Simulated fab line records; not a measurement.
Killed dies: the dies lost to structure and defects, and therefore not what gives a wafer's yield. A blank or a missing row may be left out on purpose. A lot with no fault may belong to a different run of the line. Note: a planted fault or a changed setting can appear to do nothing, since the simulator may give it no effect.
Comparing a struck lot with a sound one || flow n5 finfet || 35 out of 1938 route steps
Sound: these wafers, L996.1, L996.2, L996.5. Wafers L105.1, L105.2, L105.3 were the ones struck. Last of all comes the cause.
At each step with rows: each side's tool, then ch and its chambers, then its first start. Under that, the readings that differ: sound wafers || struck wafers || difference of the means || sigmas: that difference in standard deviations of wafers without a fault.
alike: readings with means less than 2 such deviations apart, plus words and numbers identical on both sides. not compared: withheld readings, readings lacking a value on some wafer, bounds such as >300 that could conceal the same value, and numbers that have no deviation in the record and whose values overlap.
Wherever a step has rows on one side only, a row that says differs or no value, or a row with sigmas, the two part there. Non-overlapping numbers with no deviation appear without sigmas and do not part them. Lack of a reading on every wafer of one side parts them only where that side has two or more wafers.

first, 9 steps without rows for these wafers: N5_BEOL_M2_ILD_DEP_00 (deposits SiOC from DEMS/O2, target thk 79 nm, time 15.3 s); N5_BEOL_M2_PECVD_72 (deposits SiO2 from TEOS/O2, target thk 16 nm, time 18 s); N5_BEOL_M2_HM_DEP_02 (deposits TiN, target thk 20 nm); N5_BEOL_M2_COAT_61 (time 60 s, resist thk 60 nm); N5_BEOL_M2_COAT_62 (time 60 s, resist thk 12 nm); N5_BEOL_M2_COAT_73 (time 60 s, resist thk 5 nm); N5_BEOL_M2_COAT_05 (resist thk 30 nm); N5_BEOL_M2_EBR_07; N5_BEOL_M2_SOFTBAKE_06 (time 60 s).
N5_BEOL_M2_EXPOSE_08: exposes mask M2.
  sound on euv scanner-01 ch 0, day 7 00:16; struck on euv scanner-01 ch 0, day 9 00:53
{"reading": "exposure dose mJ cm2", "sound": "41.27 41.23 41.22", "struck": "43.04 43.04 42.95", "difference": "+1.77", "sigmas": "+41"}
  alike: mask
then, 2 steps without rows for these wafers: N5_BEOL_M2_PEB_09 (peb time 60 s); N5_BEOL_M2_DEVELOP_10 (develop time 30 s).
N5_BEOL_M2_CD_MEAS_11: the cd target is 16.79 nm.
  sound on cd sem-02 ch 0, day 7 00:24; struck on cd sem-01 ch 0, day 9 01:01
{"reading": "cd nm (nm)", "sound": "16.94 16.77 16.90", "struck": "17.40 17.58 17.77", "difference": "+0.71", "sigmas": "+3"}
then, 1 step without rows for these wafers: N5_BEOL_M2_DESCUM_16 (chemistry O2, time 7 s).
N5_BEOL_M2_ETCH_74: etches underlayer in N2/H2, target depth 6.5 nm, time 5.2 s.
  sound on rie diel-01 ch 2,3, day 7 00:34; struck on rie diel-05 ch 0,1,3, day 9 01:10
{"reading": "model.BEOL_M2.cd offset nm (nm)", "sound": "0 -0.2 -0.2", "struck": "1 1 1", "difference": "+1", "sigmas": ""}
  alike: drypump motor current A, etch rf on time s, oes product au, rf vpp V, showerhead plenum p Torr, throttle valve pct
  not compared: rf hours counter h
then, 5 steps without rows for these wafers: N5_BEOL_M2_ETCH_63 (etches SiARC in CF4, target depth 15.6 nm, time 26 s); N5_BEOL_M2_ETCH_64 (etches SOC in N2/H2, target depth 75 nm, overetch 22.5 nm, time 121.9 s); N5_BEOL_M2_STRIP_65 (strips in N2/H2); N5_BEOL_M2_STRIP_75 (strips in N2/H2); N5_BEOL_M2_STRIP_66 (strips in CF4).
N5_BEOL_M2_HM_OPEN_17: chemistry Cl2/BCl3, target TiN, target depth 20 nm, overetch 6 nm.
  sound on rie metal-02 ch 0, day 7 00:47; struck on rie metal-02 ch 1, day 9 01:34
{"reading": "oes product au (a.u.)", "sound": "0.56 0.56 0.55", "struck": "0.77 0.77 0.78", "difference": "+0.22", "sigmas": "+2"}
{"reading": "model.BEOL_M2.cd offset nm (nm)", "sound": "0 -0.4 -0.4", "struck": "1 1 1", "difference": "+1", "sigmas": ""}
  alike: bcl3 flow sccm, drypump motor current A, throttle valve pct
  not compared: rf hours counter h
then, 12 steps without rows for these wafers: N5_BEOL_M2_STRIP_19 (strips in O2); N5_BEOL_M2_COAT_67 (time 60 s, resist thk 60 nm); N5_BEOL_M2_COAT_68 (time 60 s, resist thk 12 nm); N5_BEOL_M2_COAT_76 (time 60 s, resist thk 5 nm); N5_BEOL_M2_COAT_22 (resist thk 30 nm); N5_BEOL_M2_EBR_24; N5_BEOL_M2_SOFTBAKE_23 (time 60 s); N5_BEOL_M2_EXPOSE_25 (exposes mask V1, defocus 5 nm); N5_BEOL_M2_PEB_26 (peb time 60 s); N5_BEOL_M2_DEVELOP_27 (develop time 30 s); N5_BEOL_M2_DESCUM_33 (chemistry O2, time 7 s); N5_BEOL_M2_ETCH_77 (etches underlayer in N2/H2, target depth 6.5 nm, time 5.2 s).
N5_BEOL_M4_RC_MEAS_101:
  sound on prober-01 ch 0, day 9 00:08; struck on prober-01 ch 0, day 10 20:08
  alike: DIBL_N, DIBL_P, IOFF_N, IOFF_P, ION_N, ION_P, SS_N, SS_P, VT_N, VT_P
-- here the record skips 4 days between the struck wafers' starts before and after, leaving off in module BEOL_M4 and picking up in module PASSIVATION (first step shown: number 1936 of the route) --
N5_PASSIVATION_PROBE_49:
  the record has rows for the struck wafers here (prober-01, day 15 04:33) and none for the sound ones

WHERE THEY PART
At N5_BEOL_M2_EXPOSE_08 first; at N5_PASSIVATION_PROBE_49 last (within this record only).

WHY: whatever the simulator had introduced
Drift in process parameters on euv scanner-01 at N5_BEOL_M2_EXPOSE_08, starting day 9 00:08. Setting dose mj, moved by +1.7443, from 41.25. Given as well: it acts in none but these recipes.
